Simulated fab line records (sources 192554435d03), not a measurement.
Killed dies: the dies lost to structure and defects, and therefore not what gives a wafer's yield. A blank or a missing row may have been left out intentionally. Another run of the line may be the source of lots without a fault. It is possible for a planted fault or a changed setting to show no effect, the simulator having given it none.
Matching of chambers    flow n5 finfet    N5_DUMMY_GATE_ETCH_36 on rie diel-06: 4 sister chambers
The step etches SiARC in CF4, target depth 13 nm. 4 wafers are shown with their chamber, then 9 later ones without.

== EACH WAFER AND ITS CHAMBER ==
wafer   chamber  showerhead plenum p Torr (Torr)
L082.2  2        2.07
L082.5  0        2.25
L084.4  1        2.05
L084.6  3        2.28

== WAFERS WITH NO CHAMBER GIVEN ==
wafer   showerhead plenum p Torr (Torr)
L085.3  2.24
L085.5  2.28
L085.6  2.24
L086.1  2.28
L086.2  2.05
L086.4  2.06
L088.1  2.28
L088.2  2.06
L088.4  2.24

== WHICH CHAMBER EACH ONE RAN IN ==
wafer   from the rows above      in truth
L085.3  0                        0
L085.5  3                        3
L085.6  0                        0
L086.1  3                        3
L086.2  1                        1
L086.4  can't be placed: 2 or 1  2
L088.1  3                        3
L088.2  can't be placed: 2 or 1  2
L088.4  0                        0
Correctly placed: 7 of 9. Can't be placed from these rows: 2 (the true chamber is among the candidates in 2). 0 placed wrongly.
How it was worked out, from the rows above alone: a wafer's distance from a chamber is the root of the sum, over the readings, of the square of ((its reading less the chamber's mean) divided by the reading's scatter). If the next closest chamber is less than 2 further off than the closest, the wafer can't be placed; otherwise it belongs to the closest. The mean given for a chamber averages the wafers shown for that chamber. The scatter: with one shown wafer a chamber, the root of the mean of the squares of how far each hidden wafer lies from its nearest shown one.
